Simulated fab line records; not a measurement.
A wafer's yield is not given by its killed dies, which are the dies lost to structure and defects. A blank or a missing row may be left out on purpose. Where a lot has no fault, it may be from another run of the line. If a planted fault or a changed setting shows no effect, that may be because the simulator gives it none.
Which of the tools did it?    flow n5_finfet    24 wafers from 8 lots sampled at 2 of the route's 1938 steps

WHAT EACH GAUGE READ, for each wafer
N5_BEOL_M4_RC_MEAS_101. Usual: DIBL_N 36.3 mV/V, standard deviation 1.2; DIBL_P 36.3 mV/V, standard deviation 1.4; IOFF_N 0.160 nA/um, standard deviation 0.02; IOFF_P 0.210 nA/um, standard deviation 0.025; ION_N 675 uA/um, standard deviation 9.5; ION_P 462 uA/um, standard deviation 7; SS_N 71.5 mV/dec, standard deviation 0.53; SS_P 73.4 mV/dec, standard deviation 0.55; VT_N 249.5 mV, standard deviation 2.6; VT_P -250.1 mV, standard deviation 2.9.
lot   measured      on         DIBL_N (mV/V)   DIBL_P (mV/V)   IOFF_N (nA/um)     IOFF_P (nA/um)     ION_N (uA/um)  ION_P (uA/um)  SS_N (mV/dec)   SS_P (mV/dec)   VT_N (mV)          VT_P (mV)             flag
L176  day 9 03:32   prober-01  36.1 35.3 34.3  36.3 35.3 34.0  0.164 0.164 0.140  0.226 0.217 0.194  678 682 667    466 462 458    71.2 71.3 70.9  72.9 73.2 73.2  249.9 249.6 252.4  -248.1 -246.8 -250.2  
L178  day 9 18:37   prober-02  36.3 34.5 35.9  34.9 32.6 34.7  0.153 0.122 0.137  0.215 0.183 0.208  677 668 664    470 466 461    71.7 70.6 70.9  73.4 73.0 74.0  250.1 249.7 249.9  -252.6 -251.5 -249.6  
L179  day 9 18:59   prober-01  35.4 35.3 35.5  37.2 36.7 36.8  0.147 0.145 0.142  0.184 0.182 0.176  676 670 670    449 456 454    71.5 71.5 72.1  72.9 73.2 73.9  252.4 252.5 255.6  -253.0 -253.3 -251.6  
L180  day 10 00:52  prober-01  37.5 37.3 39.3  36.8 36.6 38.2  0.145 0.143 0.168  0.188 0.180 0.201  653 662 665    450 453 455    71.6 71.6 72.5  73.6 73.6 73.5  254.1 252.0 250.0  -254.0 -252.6 -252.0  
L183  day 10 04:59  prober-02  35.0 36.5 34.5  36.0 37.3 36.1  0.131 0.165 0.131  0.170 0.196 0.177  653 668 650    447 458 446    71.3 72.1 71.4  72.8 74.0 74.1  253.0 248.6 252.1  -252.7 -252.3 -253.2  
L182  day 10 05:20  prober-01  37.9 37.2 36.4  36.3 37.1 35.5  0.179 0.172 0.152  0.211 0.231 0.203  692 684 677    467 469 462    71.9 71.8 72.2  73.8 73.4 73.8  249.8 250.0 251.3  -250.3 -247.6 -250.0  
L189  day 13 02:29  prober-01  37.2 37.8 37.4  37.4 37.3 37.1  0.169 0.180 0.168  0.239 0.244 0.236  684 679 679    459 466 470    72.5 72.3 71.8  73.6 73.9 72.7  247.4 245.2 250.2  -250.6 -247.5 -246.4  
L192  day 14 17:20  prober-01  37.6 37.5 35.9  37.1 38.0 35.6  0.161 0.166 0.140  0.217 0.232 0.205  668 672 672    463 459 463    72.0 72.5 71.4  73.6 74.2 73.5  248.7 250.3 249.4  -250.7 -246.4 -251.9  

EACH LOT AND THE TOOL THAT RAN IT (in order: tool; ch and the chambers of the sampled wafers; start)
lot   N5_BEOL_M4_EXPOSE_08
L176  euv_scanner-01 ch 0, day 8 17:38
L178  euv_scanner-02 ch 0, day 8 21:44
L179  euv_scanner-01 ch 0, day 9 04:11
L180  euv_scanner-01 ch 0, day 9 14:46
L183  euv_scanner-01 ch 0, day 9 22:10
L182  euv_scanner-02 ch 0, day 9 22:20
L189  euv_scanner-01 ch 0, day 11 18:23
L192  euv_scanner-02 ch 0, day 13 20:14
- N5_BEOL_M4_EXPOSE_08: exposes mask M4.

WHAT THE TOOLS THEMSELVES READ (means of the sampled wafers that have a number; where no wafer has one, the mark that the record gives instead)
N5_BEOL_M4_EXPOSE_08. Usual: stage_msd_nm 0.849 nm, standard deviation 0.018.
lot   tool            stage_msd_nm (nm)  flag
L176  euv_scanner-01  0.892              
L178  euv_scanner-02  0.849              
L179  euv_scanner-01  0.884              
L180  euv_scanner-01  0.873              
L183  euv_scanner-01  0.864              
L182  euv_scanner-02  0.847              
L189  euv_scanner-01  0.843              
L192  euv_scanner-02  0.851              

THE ANSWER, worked out from the rows above alone
Rule: take the mean of a lot's wafers that have a number; if it is more than 3 standard deviations from the usual mean, the lot is off. Also off: a lot with no number at a reading for which 4 or more lots have one. The other lots that the step has rows for count as sound. Order of review: gauges by route order, followed by the tools' own readings, for which a lot's mean as printed above is used. The first step at which some lot is off is used, and at that step the reading that is off furthest; a lot without a number counts as furthest.
No lot is off at any reading shown: from this, nothing can be told.

WHAT WAS PUT IN BY THE SIMULATOR
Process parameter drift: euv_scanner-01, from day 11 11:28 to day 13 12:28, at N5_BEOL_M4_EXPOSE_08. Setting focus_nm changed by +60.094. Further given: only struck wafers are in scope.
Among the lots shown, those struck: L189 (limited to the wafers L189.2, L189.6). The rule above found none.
